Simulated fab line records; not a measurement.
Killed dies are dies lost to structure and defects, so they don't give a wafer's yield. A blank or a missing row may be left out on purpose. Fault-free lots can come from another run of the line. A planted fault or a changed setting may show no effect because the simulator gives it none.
Split-lot study + flow n5-finfet + 21 wafers read across 7 lots, on a route 1938 steps long

## THE SPLIT ITSELF
At N5_BEOL_M14_TRENCH_ETCH_34 (etches SiO2 in C4F8/O2/Ar, target depth 556.65 nm, time 126.9 s), the setting bias-w was moved away from the recipe's 2040 W on 6 of the 21 wafers read, by -16.0% to +6.5%. All remaining wafers had this setting at the recipe value.

Reading taken at the split's own step.

## THE READING
rf-vpp-V, in V, at N5_BEOL_M14_TRENCH_ETCH_34 (etches SiO2 in C4F8/O2/Ar, target depth 556.65 nm, time 126.9 s). Fault-free wafers of this fab line usually give 2239 V, standard deviation 27 V.

| wafer  | tool, chamber at the split | bias-w as run, W | against the recipe | rf-vpp-V, V | against lot-mates on the recipe |
|--------|----------------------------|------------------|--------------------|-------------|---------------------------------|
| L076.2 | rie-diel-06, 1             | 2040             | recipe             | 2206        | -                               |
| L076.4 | rie-diel-06, 2             | 1755             | -14.0%             | 2027        | -183                            |
| L076.6 | rie-diel-06, 3             | 2040             | recipe             | 2214        | -                               |
| L078.1 | rie-diel-06, 2             | 2040             | recipe             | 2254        | -                               |
| L078.3 | rie-diel-06, 1             | 2040             | recipe             | 2208        | -                               |
| L078.5 | rie-diel-06, 3             | 2040             | recipe             | 2216        | -                               |
| L077.2 | rie-diel-06, 3             | 1713             | -16.0%             | 1959        | -292                            |
| L077.3 | rie-diel-06, 0             | 2040             | recipe             | 2249        | -                               |
| L077.5 | rie-diel-06, 2             | 2040             | recipe             | 2253        | -                               |
| L079.3 | rie-diel-06, 3             | 2040             | recipe             | 2215        | -                               |
| L079.4 | rie-diel-06, 1             | 2040             | recipe             | 2207        | -                               |
| L079.6 | rie-diel-06, 0             | 2040             | recipe             | 2249        | -                               |
| L083.2 | rie-diel-05, 2             | 2155             | +5.6%              | 2365        | +65                             |
| L083.3 | rie-diel-05, 0             | 2155             | +5.6%              | 2312        | +12                             |
| L083.6 | rie-diel-05, 1             | 2040             | recipe             | 2300        | -                               |
| L093.2 | rie-diel-05, 2             | 2173             | +6.5%              | 2377        | +153                            |
| L093.4 | rie-diel-05, 0             | 2040             | recipe             | 2224        | -                               |
| L093.6 | rie-diel-05, 3             | 2173             | +6.5%              | 2323        | +99                             |
| L096.2 | rie-diel-06, 2             | 2040             | recipe             | 2252        | -                               |
| L096.3 | rie-diel-06, 1             | 2040             | recipe             | 2205        | -                               |
| L096.6 | rie-diel-06, 0             | 2040             | recipe             | 2248        | -                               |

FIT RESULTS
A straight line over all 21 wafers: rf-vpp-V changes by +16.7 V for each +1% of bias-w; r = +0.96; the points scatter about the line by 27 V.
The same after taking each lot's own level away (the mean of its wafers on the recipe; 21 wafers): +15.5 V for each +1%; r = +0.95; scatter 28 V.
Per that fit: largest bias-w move, reading shift of 2.5e+02 V.
The lots' own levels span 2210.0 to 2300.0 V, that is 3.3 times the standard deviation above.
Hence the lot-to-lot level has little effect on the slope; both slopes agree.
Check: with one of the wafers moved furthest among these (-16.0%) left out of the fit, the line predicts -216 V for it against its lot-mates. It came out at -292 V against them.
Tool readings at the split's step, against how far the setting was moved: rf-vpp-V r = +0.96.

## OTHER SPLITS APPLIED TO THESE WAFERS
Note: prior to the reading, these wafers also went through further splits. Each is held against what the fit with the lots' levels taken away leaves over:
| other split on the same wafers    | wafers away from the commonest value | r with rf-vpp-V (lot level and that fit taken away) |
|-----------------------------------|--------------------------------------|-----------------------------------------------------|
| N5_BEOL_M11_TRENCH_ETCH_37 time-s | 2                                    | +0.30                                               |
| N5_BEOL_M11_ALD_74 ald-cycles     | 8                                    | +0.10                                               |
| N5_BEOL_M12_COAT_22 spin-rpm      | 4                                    | -0.32                                               |
| N5_BEOL_M14_ILD_DEP_00 time-s     | 3                                    | +0.02                                               |
| N5_BEOL_M14_EXPOSE_07 dose-mj     | 10                                   | +0.20                                               |
| N5_BEOL_M14_ETCH_68 time-s        | 7                                    | +0.13                                               |

## FILE'S OWN FIT
rf-vpp-V changes by +15.7 V for each +1% of bias-w, r = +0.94.
